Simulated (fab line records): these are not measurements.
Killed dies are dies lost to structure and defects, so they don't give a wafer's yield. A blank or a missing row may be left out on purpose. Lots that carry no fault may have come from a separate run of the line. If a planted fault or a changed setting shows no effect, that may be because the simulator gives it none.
fab line records	flow n5Finfet
[record] lots = 5	wafers = 15	lastDay = 17
route steps=1938 shown MIM_BOT_LITHO@1861 MIM_BOT_ETCH@1866 PASS1_CAP@1873 TV_LITHO@1875 PASSIVATION@1936
lots that met no fault: taken from a fault-free run of the same line
startH: hours from the record's opening day to when the first of the lot's shown wafers began	waitH: hours since the lot's step before	" as in the row above	L1.1+2: a row that stands for several wafers	- either no value or no given start	* or withheld: withheld	< > ~ a bound
route shown NAME@n: a module of which the file shows steps, and the number in the route of the first	usual: the fault-free wafers' mean and standard deviation	same: alike in all rows	chamber/n: place in a boat	sites: per-site readings	_std_site: the values' standard deviation	_edge_site: outer sites' mean less inner sites'	radiusMm: how far each site lies from the wafer's centre	mask NAME#n: copy n	behind: the tool/chamber that last shaped the wafer	hold: why the lot was held/for how many hours/how that ended	device: transistor that didn't switch, given as n, p or np	end of line: the tests these same wafers got at the end of their route	a step without rows: its recipe alone	killed: count of dies lost to structure and defects at first sort (not the wafer's yield)	map: a wafer's dies, x killed, . not, _ none there
set.NAME: the run value of the setting; set.NAME@STEP: its run value at that earlier step	model.NAME: the simulator's own value behind a step, which no gauge read
a table for each step, a row for each wafer; lots at some steps of the route
services: the hour from which a tool's chamber was out of use, counted from the record's first day as startH (under 0 if before that day), plus the number of hours and why
[[steps]]
[step N5_MIM_BOT_LITHO_HARDBAKE_09]
[recipe] tempC = 130	timeS = 120
[step N5_MIM_BOT_LITHO_CD_MEAS_08]
[recipe] targetCdNm = 3000	landingEnergyEv = 500	detector = seInlens	polarity = opening
[usual] cdNm = 3000.1/1.9
lot.wafer	tool	chamber	startH	waitH	cdNm
L764.3	cdSem-03	0	262.84	-	2997.6
L764.5	"	0	"	"	2996.2
L764.6	"	0	"	"	2999.6
L765.2	cdSem-03	0	273.39	-	3001.5
L765.5	"	0	"	"	3002.1
L765.6	"	0	"	"	3001.7
L774.1	cdSem-03	0	328.25	-	3000.5
L774.3	"	0	"	"	3000.1
L774.4	"	0	"	"	2998.9
L781.1	cdSem-03	0	358.11	-	3001.4
L781.4	"	0	"	"	2999.5
L781.6	"	0	"	"	3001.2
L787.1	cdSem-01	0	405.37	-	3003.6
L787.2	"	0	"	"	3001.0
L787.5	"	0	"	"	3001.7
[step N5_MIM_BOT_LITHO_OVL_MEAS_11]
[recipe] pointsPerWafer = 44
[usual] MIM_BOT_OVL = -1/5.4
lot.wafer	tool	chamber	startH	waitH	MIM_BOT_OVL[nm]
L764.3	overlay-01	0	262.88	0.0	-4
L764.5	"	0	"	"	-2
L764.6	"	0	"	"	0
L765.2	overlay-01	0	273.42	0.0	-6
L765.5	"	0	"	"	-1
L765.6	"	0	"	"	2
L774.1	overlay-01	0	328.28	0.0	-13
L774.3	"	0	"	"	-6
L774.4	"	0	"	"	-9
L781.1	overlay-02	0	358.14	0.0	-8
L781.4	"	0	"	"	-6
L781.6	"	0	"	"	-4
L787.1	overlay-01	0	405.40	0.0	-2
L787.2	"	0	"	"	0
L787.5	"	0	"	"	5
[step N5_MIM_BOT_LITHO_INSPECT_12]
[recipe] mode = adi	inspectInstrument = macro
[usual] rawDefectCount = 2.2/1.6
lot.wafer	tool	chamber	startH	waitH	rawDefectCount
L764.3	defectInspect-01	-	262.90	0.0	4
L764.5	"	-	"	"	1
L764.6	"	-	"	"	1
L765.2	defectInspect-01	-	273.45	0.0	4
L765.5	"	-	"	"	5
L765.6	"	-	"	"	3
L774.1	defectInspect-02	-	328.31	0.0	0
L774.3	"	-	"	"	1
L774.4	"	-	"	"	2
L781.1	defectInspect-02	-	358.17	0.0	1
L781.4	"	-	"	"	1
L781.6	"	-	"	"	1
L787.1	defectInspect-02	-	405.42	0.0	2
L787.2	"	-	"	"	5
L787.5	"	-	"	"	4
[step N5_MIM_BOT_LITHO_DESCUM_10]
[recipe] chemistry = O2	timeS = 7.9	sourcePowerW = 50	biasPowerW = 20	pressureMtorr = 20	rfFrequencyHz = 2.712e+07	tempC = 40	o2FlowSccm = 225
[usual] drypumpMotorCurrentA = 5.7/0.5	oesProductAu = 0.79/0.092	rfVppV = 242.8/1.5	showerheadPlenumPTorr = 2.07/0.076	throttleValvePct = 20.53/0.21
[same] timeS = 7.9
lot.wafer	tool	chamber	startH	waitH	drypumpMotorCurrentA	oesProductAu	rfHoursCounterH	rfVppV	showerheadPlenumPTorr	throttleValvePct
L764.3	rieDiel-05	0	262.94	0.0	5.7	0.71	214	241.7	2.07	20.84
L764.5	"	0	"	"	5.7	0.71	-	242.1	2.07	20.87
L764.6	"	2	"	"	6.5	0.77	-	244.0	2.09	20.38
L765.2	rieDiel-04	2	273.48	0.0	4.9	0.68	238	243.2	2.15	20.59
L765.5	"	1	"	"	5.8	0.81	-	243.9	2.11	20.67
L765.6	"	2	"	"	4.8	0.68	-	244.8	2.15	20.60
L774.1	rieDiel-05	2	328.34	0.0	6.5	0.74	187	242.3	2.08	20.41
L774.3	"	3	"	"	5.4	0.71	222	243.9	2.07	20.59
L774.4	"	0	"	"	5.7	0.69	-	242.3	2.07	20.89
L781.1	rieDiel-06	3	358.20	0.0	5.1	0.83	74	241.4	2.04	20.39
L781.4	"	0	"	"	6.4	0.89	48	241.5	2.04	20.25
L781.6	"	1	"	"	5.6	0.69	-	239.7	1.90	20.86
L787.1	rieDiel-05	1	405.46	0.0	6.1	0.93	25	245.6	2.21	20.50
L787.2	"	0	"	"	5.7	0.93	16	242.1	2.06	20.57
L787.5	"	1	"	"	6.2	0.92	-	244.2	2.21	20.50
[step N5_MIM_BOT_ETCH_ETCH_04]
[recipe] chemistry = CF4/O2	target = SiNx	targetDepthA = 260	timeS = 13	ionEnergyEv = 100	pressureMtorr = 40	sourceW = 535	biasW = 49	Ar_flow_sccm = 100	cf4FlowSccm = 100	O2_flow_sccm = 10
[usual] drypumpMotorCurrentA = 5.7/0.5	oesProductAu = 0.79/0.09	rfVppV = 241/5	showerheadPlenumPTorr = 2.18/0.078	throttleValvePct = 16.05/0.22
[same] timeS = 13
lot.wafer	tool	chamber	startH	waitH	drypumpMotorCurrentA	oesProductAu	rfHoursCounterH	rfVppV	showerheadPlenumPTorr	throttleValvePct
L764.3	rieDiel-05	0	263.00	0.0	5.7	0.71	214	244	2.17	16.34
L764.5	"	0	"	"	5.7	0.70	-	243	2.17	16.33
L764.6	"	2	"	"	6.5	0.76	-	249	2.19	15.95
L765.2	rieDiel-04	2	273.54	0.0	4.9	0.67	238	248	2.26	16.17
L765.5	"	1	"	"	5.8	0.83	-	231	2.23	16.23
L765.6	"	2	"	"	4.8	0.67	-	248	2.26	16.15
L774.1	rieDiel-05	2	328.41	0.0	6.5	0.75	187	249	2.18	16.00
L774.3	"	3	"	"	5.4	0.73	222	243	2.17	16.08
L774.4	"	0	"	"	5.7	0.69	-	245	2.16	16.38
L781.1	rieDiel-06	3	358.27	0.0	5.1	0.82	74	242	2.14	15.86
L781.4	"	0	"	"	6.5	0.86	48	240	2.15	15.76
L781.6	"	1	"	"	5.6	0.70	-	236	2.01	16.33
L787.1	rieDiel-05	1	405.52	0.0	6.1	0.94	25	236	2.32	16.04
L787.2	"	0	"	"	5.8	0.93	16	242	2.15	15.95
L787.5	"	1	"	"	6.1	0.94	-	235	2.32	16.03
[step N5_MIM_BOT_ETCH_ETCH_03]
[recipe] chemistry = Cl2/BCl3	targetDepthA = 120	pressureMtorr = 8	icpW = 800	biasW = 100	Cl2_flow_sccm = 20	bcl3FlowSccm = 80
[usual] drypumpMotorCurrentA = 5.5/0.31	oesProductAu = 0.79/0.06	throttleValvePct = 27.46/0.26
lot.wafer	tool	chamber	startH	waitH	drypumpMotorCurrentA	oesProductAu	rfHoursCounterH	throttleValvePct
L764.3	rieMetal-01	1	263.12	0.1	5.2	0.79	-	27.79
L764.5	"	1	"	"	5.2	0.78	-	27.76
L764.6	"	0	"	"	5.4	0.85	-	27.52
L765.2	rieMetal-02	1	273.63	0.1	5.8	0.88	13	27.70
L765.5	"	1	"	"	5.8	0.88	-	27.70
L765.6	"	0	"	"	5.5	0.75	-	27.04
L774.1	rieMetal-03	0	328.50	0.1	6.0	0.72	74	27.47
L774.3	"	0	"	"	6.0	0.72	-	27.46
L774.4	"	1	"	"	5.1	0.87	-	27.21
L781.1	rieMetal-02	1	358.36	0.1	5.8	0.85	20	27.71
L781.4	"	0	"	"	5.4	0.74	-	27.04
L781.6	"	0	"	"	5.5	0.73	-	27.02
L787.1	rieMetal-02	0	405.61	0.1	5.5	0.73	64	27.04
L787.2	"	1	"	"	5.7	0.83	24	27.72
L787.5	"	0	"	"	5.5	0.73	-	27.05
[step N5_MIM_BOT_ETCH_ETCH_00]
[recipe] chemistry = Cl2/BCl3	target = TiN	targetDepthA = 455	ionEnergyEv = 150	pressureMtorr = 10	icpW = 1000	biasW = 126	Cl2_flow_sccm = 53.25	bcl3FlowSccm = 21.75	Ar_flow_sccm = 25
[step N5_MIM_BOT_ETCH_STRIP_01]
[recipe] chemistry = O2	powerW = 600	tempC = 60	pressureMtorr = 30	rfFrequencyHz = 6e+07	biasPowerW = 0	overashFraction = 0.5	o2FlowSccm = 225
[usual] drypumpMotorCurrentA = 5.7/0.52	oesProductAu = 0.79/0.091	rfVppV = 3.8/1.3	showerheadPlenumPTorr = 2.08/0.073	throttleValvePct = 16.74/0.23
lot.wafer	tool	chamber	startH	waitH	drypumpMotorCurrentA	oesProductAu	rfHoursCounterH	rfVppV	showerheadPlenumPTorr	throttleValvePct
L764.3	rieDiel-05	2	263.32	0.1	6.5	0.77	160	2.2	2.09	16.63
L764.5	"	0	"	"	5.8	0.71	-	2.9	2.08	17.10
L764.6	"	2	"	"	6.5	0.77	-	4.9	2.09	16.68
L765.2	rieDiel-04	3	273.86	0.1	4.8	0.71	193	3.4	2.00	17.02
L765.5	"	2	"	"	4.9	0.70	-	4.8	2.16	16.84
L765.6	"	1	"	"	5.8	0.83	-	3.0	2.11	16.89
L774.1	rieDiel-06	2	328.79	0.2	5.6	0.81	72	3.7	2.13	16.56
L774.3	"	3	"	"	5.1	0.83	63	5.0	2.05	16.59
L774.4	"	0	"	"	6.4	0.89	37	1.8	2.05	16.39
L781.1	rieDiel-04	0	358.59	0.1	6.0	0.72	193	5.6	2.17	16.89
L781.4	"	3	"	"	4.9	0.68	216	3.9	1.99	17.08
L781.6	"	1	"	"	5.8	0.80	-	4.2	2.11	16.93
L787.1	rieDiel-06	2	405.92	0.2	5.6	0.79	100	3.5	2.12	16.60
L787.2	"	3	"	"	5.1	0.80	91	4.1	2.04	16.61
L787.5	"	3	"	"	5.1	0.81	-	2.9	2.04	16.65
[step N5_MIM_BOT_ETCH_STRIP_02]
[recipe] chemistry = postEtchResidueRemover	timeS = 1200	tempC = 72.5
[step N5_MIM_BOT_ETCH_CLEAN_05]
[recipe] chemistry = IPA	timeS = 180	tempC = 25
[step N5_MIM_BOT_ETCH_SRD_06]
[recipe] dry = ipaMarangoni	timeS = 30	tempC = 23	rinseLiquid = diw
[step N5_PASSIVATION_PECVD_55]
[recipe] material = SiO2	targetThkA = 4000	tempC = 400	precursor = SiH4/N2O	pressureTorr = 2.7	rfW = 608	timeS = 22.5
[usual] heaterPowerW = 673/79	showerheadPlenumPTorr = 8.20/0.1	throttleValvePct = 52/3.3
[same] timeS = 22.5
lot.wafer	tool	chamber	startH	waitH	heaterPowerW	showerheadPlenumPTorr	throttleValvePct
L764.3	pecvd-01	0	263.84	0.0	702	8.10	51
L764.5	"	1	"	"	704	8.13	59
L764.6	"	0	"	"	739	8.11	51
L765.2	pecvd-03	2	274.37	0.0	624	8.23	52
L765.5	"	2	"	"	651	8.23	52
L765.6	"	1	"	"	699	8.40	48
L774.1	pecvd-03	1	329.29	0.0	709	8.41	49
L774.3	"	0	"	"	611	8.09	52
L774.4	"	1	"	"	710	8.38	48
L781.1	pecvd-04	1	359.09	0.0	798	8.28	56
L781.4	"	0	"	"	491	8.24	57
L781.6	"	2	"	"	566	8.21	48
L787.1	pecvd-01	2	406.42	0.0	606	8.16	49
L787.2	"	2	"	"	627	8.17	50
L787.5	"	2	"	"	673	8.13	50
[step N5_PASSIVATION_PECVD_01]
[recipe] material = SiNx	targetThkA = 2000	tempC = 400	precursor = SiH4/NH3/N2	pressureTorr = 4.9	rfW = 1406	timeS = 43.2
[step N5_PASSIVATION_HMDS_03]
[recipe] timeS = 60	tempC = 120
[step N5_PASSIVATION_COAT_04]
[recipe] spinRpm = *	resistThkNm = *
[step N5_PASSIVATION_EBR_06]
[recipe] solvent = PGMEA	ebrWidthMm = 1.5
[step N5_PASSIVATION_SOFTBAKE_05]
[recipe] tempC = 100	timeS = 90
[step N5_PASSIVATION_EXPOSE_07]
[recipe] maskId = TV	na = 0.55	sourceShape = conventional	sigmaOuter = 0.8	polarization = unpolarized	defocusNm = 0	targetCdNm = 3000	doseMj = 22.75
[step N5_PASSIVATION_PEB_08]
[recipe] pebTempC = withheld	pebTimeS = *
[step N5_PASSIVATION_DEVELOP_09]
[recipe] developTimeS = 60	rinseLiquid = diw	dry = airSpin	devTempC = 21
[step N5_PASSIVATION_HARDBAKE_11]
[recipe] tempC = 130	timeS = 120
[step N5_PASSIVATION_CD_MEAS_10]
[recipe] targetCdNm = 3000	landingEnergyEv = 500	detector = seInlens
[usual] cdNm = 2999.5/2.2
lot.wafer	tool	chamber	startH	waitH	cdNm
L764.3	cdSem-02	0	265.38	-	2999.9
L764.5	"	0	"	"	3000.0
L764.6	"	0	"	"	3002.5
L765.2	cdSem-02	0	276.05	-	3002.0
L765.5	"	0	"	"	2998.1
L765.6	"	0	"	"	3000.6
L774.1	cdSem-02	0	329.84	-	3002.8
L774.3	"	0	"	"	3004.1
L774.4	"	0	"	"	3001.5
L781.1	cdSem-02	0	360.65	-	3001.5
L781.4	"	0	"	"	3003.6
L781.6	"	0	"	"	2996.5
L787.1	cdSem-01	0	407.37	-	3002.5
L787.2	"	0	"	"	2996.5
L787.5	"	0	"	"	3002.1
[step N5_PASSIVATION_OVL_MEAS_60]
[recipe] pointsPerWafer = 44
[usual] TV_OVL = -6/5
lot.wafer	tool	chamber	startH	waitH	TV_OVL[nm]
L764.3	overlay-02	0	265.42	0.0	-4
L764.5	"	0	"	"	-4
L764.6	"	0	"	"	-10
L765.2	overlay-02	0	276.08	0.0	-1
L765.5	"	0	"	"	-7
L765.6	"	0	"	"	-9
L774.1	overlay-01	0	329.87	0.0	0
L774.3	"	0	"	"	-7
L774.4	"	0	"	"	-4
L781.1	overlay-02	0	360.68	0.0	-12
L781.4	"	0	"	"	-3
L781.6	"	0	"	"	-5
L787.1	overlay-02	0	407.40	0.0	-8
L787.2	"	0	"	"	-3
L787.5	"	0	"	"	-6
[step N5_PASSIVATION_INSPECT_61]
[recipe] mode = adi	inspectInstrument = macro
[usual] rawDefectCount = 2.2/1.4
lot.wafer	tool	chamber	startH	waitH	rawDefectCount
L764.3	defectInspect-02	-	265.44	0.0	2
L764.5	"	-	"	"	3
L764.6	"	-	"	"	1
L765.2	defectInspect-02	-	276.10	0.0	2
L765.5	"	-	"	"	2
L765.6	"	-	"	"	2
L774.1	defectInspect-02	-	330.13	0.3	227
L774.3	"	-	"	"	1
L774.4	"	-	"	"	240
L781.1	defectInspect-02	-	360.70	0.0	2
L781.4	"	-	"	"	2
L781.6	"	-	"	"	0
L787.1	defectInspect-01	-	407.43	0.0	4
L787.2	"	-	"	"	1
L787.5	"	-	"	"	3
[step N5_PASSIVATION_DESCUM_12]
[recipe] chemistry = O2	timeS = 7.9	sourcePowerW = 50	biasPowerW = 20	pressureMtorr = 20	rfFrequencyHz = 2.712e+07	tempC = 40	o2FlowSccm = 225
[usual] drypumpMotorCurrentA = 5.5/0.49	oesProductAu = 0.74/0.064	rfVppV = 243.4/1.6	showerheadPlenumPTorr = 2.10/0.088	throttleValvePct = 20.55/0.24
[same] timeS = 7.9
lot.wafer	tool	chamber	startH	waitH	drypumpMotorCurrentA	oesProductAu	rfHoursCounterH	rfVppV	showerheadPlenumPTorr	throttleValvePct
L764.3	rieDiel-01	1	265.55	0.1	5.8	0.83	63	245.0	2.22	20.70
L764.5	"	3	"	"	5.2	0.75	-	242.4	2.08	20.65
L764.6	"	2	"	"	4.8	0.89	-	245.2	2.21	20.34
L765.2	rieDiel-02	3	276.32	0.2	5.6	0.82	84	245.6	2.19	20.32
L765.5	"	2	"	"	6.1	0.75	-	241.4	1.93	20.82
L765.6	"	1	"	"	4.9	0.67	-	239.7	1.98	20.13
L774.1	rieDiel-03	0	330.17	0.0	5.3	0.71	220	242.8	2.07	20.73
L774.3	"	2	"	"	6.4	0.71	200	242.3	2.15	20.24
L774.4	"	1	"	"	5.2	0.70	-	242.5	2.08	20.78
L781.1	rieDiel-02	0	361.04	0.3	5.3	0.69	230	241.4	2.05	20.68
L781.4	"	0	"	"	5.3	0.69	-	242.3	2.05	20.66
L781.6	"	2	"	"	6.1	0.74	-	240.3	1.92	20.87
L787.1	rieDiel-02	2	407.60	0.2	6.0	0.73	185	240.7	1.91	20.90
L787.2	"	0	"	"	5.3	0.68	244	244.4	2.05	20.70
L787.5	"	2	"	"	6.1	0.72	-	239.8	1.91	20.89
[step N5_PASSIVATION_PROBE_49]
[usual] defectLimitedYield = 91.6/1.2	killed_at_M0_to_M3 = 33/9.4	killed_at_M4_up = 13/5.2	killedAtContacts = 13/5.6	killedAtFrontEnd = 37/9.5	killedAtOther = 4/3.1	killedDies = 99/15	killedOpen = 65/11	killedShort = 32/7.5	sort_bin_5_function = 4.9/0.77	sort_bin_6_memory = 3.1/0.65	sortNPass = 1081/15	sortYieldPct = 91.6/1.2
[same] grossDies = 1180	killedAtBackSide = 0	sort_bin_4_leakage[%] = 0	sort_bin_8_speed[%] = 0
lot.wafer	tool	chamber	startH	waitH	defectLimitedYield[%]	killed_at_M0_to_M3	killed_at_M4_up	killedAtContacts	killedAtFrontEnd	killedAtOther	killedDies	killedOpen	killedShort	sort_bin_5_function[%]	sort_bin_6_memory[%]	sortNPass	sortYieldPct[%]
L764.3	prober-02	-	272.42	0.1	91.8	43	7	20	21	6	97	68	29	4.7	3.3	1083	91.8
L764.5	prober-02	-	272.52	0.2	91.4	60	7	7	26	2	102	73	29	5.8	2.7	1078	91.4
L764.6	prober-02	-	272.57	0.3	89.9	53	8	23	33	2	119	68	51	5.0	4.4	1061	89.9
L774.1	prober-01	-	339.76	0.0	85.9	31	14	4	22	95	166	50	27	8.9	4.0	1014	85.9
L774.4	prober-01	-	339.91	0.2	84.2	29	10	13	31	103	186	58	36	10.5	3.9	994	84.2
// killed by level:class
L764.3 MOL_CONTACT_COAG:geometricParticle:open=18 BEOL_M1:geometricParticle:open=11 BEOL_M0_SAQP:geometricParticle:open=8 BEOL_M0_SAQP:geometricParticle:short=6 BEOL_M3:geometricParticle:open=6 FIN_SAQP:geometricParticle:short=4 STI_FIN_REVEAL:geometricParticle:open=4 MIM_TOP_ETCH:geometricParticle:open=4
L764.5 BEOL_M0_SAQP:geometricParticle:open=18 BEOL_M1:geometricParticle:open=14 BEOL_M0_SAQP:geometricParticle:short=7 MOL_CONTACT_COAG:geometricParticle:open=6 FIN_SAQP:geometricParticle:short=5 STI_FIN_REVEAL:geometricParticle:open=5 BEOL_M3:geometricParticle:open=5 BEOL_M2:geometricParticle:open=5
L764.6 MOL_CONTACT_COAG:geometricParticle:open=18 BEOL_M0_SAQP:geometricParticle:short=14 BEOL_M2:geometricParticle:open=10 BEOL_M0_SAQP:geometricParticle:open=8 BEOL_M3:geometricParticle:open=7 BEOL_M2:geometricParticle:short=6 STARTING-WAFER:geometricParticle:short=6 FIN_SAQP:geometricParticle:short=5
L774.1 PASS1_CAP:unspecified=89 BEOL_M0_SAQP:geometricParticle:short=10 BEOL_M0_SAQP:geometricParticle:open=9 BEOL_M4:geometricParticle:open=8 STI_FIN_REVEAL:geometricParticle:open=6 BEOL_M2:geometricParticle:open=6 FIN_SAQP:geometricParticle:open=5 MOL_CONTACT_COAG:geometricParticle:open=4
L774.4 PASS1_CAP:unspecified=91 MOL_CONTACT_COAG:geometricParticle:open=12 FIN_SAQP:geometricParticle:short=8 BEOL_M2:geometricParticle:open=8 BEOL_M3:geometricParticle:open=7 PAD_METAL:geometricParticle:short=6 ILD0:geometricParticle:short=6 BEOL_M0_SAQP:geometricParticle:open=6
// map L774.4 (x killed, . not)
_________________............________________
______________.x...x.....x......_____________
___________.x..................x...__________
__________...x.............x.....x.._________
________.......x...x................xx_______
_______.x....x.....................x...______
______...xx...x.x......x...........x...._____
_____.....x...........x............x.....____
____........x...x..x......................___
___......x..........x......x.x.............__
___....................x.......x...........__
__...x.........x..x........................._
__........x............x...........x..x....._
_..........x.....x.xxx.x...x.........x..x....
_.x..........xx..xx..x.xxxx..................
_....x.........x.xxx.xxxxxx..................
_.............x.xxx.x.xxx.............x......
_.........x....xxxxxxxxxx...x.........x......
_...x..xx....x..xxxxxxxx.....................
_....x....x..xxxxxxxxxxxx.x.................x
_...............xxxxxxxxx...x........x.x...x.
__.x.....x......xxxxxxx.xx...x..x.....x....._
__...x...........xxxx.x..x.......x.........._
___....x....x.......xxx....................__
___.......x...x..xx.x.x....................__
____........x...x.....x...........x.......___
_____..........................x......x..____
______.x................................_____
_______................................______
________...x.............x............_______
__________x...............x...x....x_________
___________..xxx......x......x....x__________
______________.................._____________
_________________........x...________________
// map L765.6 (x killed, . not)
_________________x...........________________
______________.................x_____________
___________.......x....x...........__________
__________x........x.......x........_________
________..........x..................._______
_______..........x................x..x.______
______..........................x....x.._____
_____x...xx........x...x..x...x..........____
____.............xx..........x....x..x.x..___
___x.......................x...............__
___..........................x..........x..__
__..x..x...................................._
__............x...x................x........_
_........x...............................x.x.
_..x.........xx....x.......................x.
_..............x...x.xx......x.x........x....
_.....x.........x....x.......x...............
_...........x...............x................
_.x..x...x..............................x...x
_.............................x.x......x.....
_.............x..............xx..............
__....x..x......x.x..............x.........._
__.x.........x...........x.x.............x.._
___x.....x.....x......x.....x..............__
___........xx...........xx..x.x....x..x..x.__
____.........................x.......xx..x___
_____...x................................____
______............x.x.........xx...x...._____
_______........x.................x..x.x______
________......................x......._______
__________x.....................x.x._________
___________x...........x.....x.....__________
______________.................._____________
_________________............________________
[[services]]
tool	chamber	startH	hours	kind
rieDiel-06	2	244.62	10.0	repair
rieDiel-05	1	249.20	16.5	repair
rieDiel-01	-	250.99	1.8	repair
pecvd-04	-	275.15	6.0	pm
rieDiel-04	3	277.18	5.2	repair
rieMetal-02	-	281.58	1.0	repair
rieDiel-02	2	286.38	3.2	repair
rieMetal-02	-	293.50	1.4	pm
pecvd-03	-	311.16	3.1	repair
rieMetal-01	-	311.40	1.4	pm
pecvd-01	1	320.58	8.3	repair
rieDiel-03	3	322.36	15.4	repair
rieDiel-04	-	328.49	15.6	pm
rieDiel-03	1	337.77	14.5	repair
rieDiel-01	-	341.60	14.6	pm
rieMetal-01	-	351.44	0.4	repair
pecvd-04	-	357.43	0.9	repair
pecvd-04	-	368.56	4.9	repair
rieDiel-04	3	371.95	7.3	repair
pecvd-01	-	379.19	2.8	pm
rieDiel-03	0	382.92	3.2	repair
rieDiel-06	-	386.11	1.0	repair
pecvd-03	2	397.38	3.8	repair
pecvd-01	-	402.20	0.8	pm
[[key]]
[firstSign] step = N5_PASSIVATION_INSPECT_61	reading = rawDefectCount	direction = up	sigmas = 99+	usual = 2.2	struck = 233.5
[effect] step = N5_PASSIVATION_PROBE_49	reading = killedAtOther	direction = up	sigmas = 31	usual = 4	struck = 99
[moreKillsBornAt] N5_PASSIVATION_PECVD_55@pecvd-03 = 180
metAt N5_PASSIVATION_PECVD_55
struckWafers L774.1,L774.4
onsetBetween 274.37 329.29
[fault] kind = chamberParticleSource	tool = pecvd-03	chamber = 1	onsetH = 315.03	steps = N5_PASSIVATION_PECVD_55	ratePerVisitCm2 = 0.37831
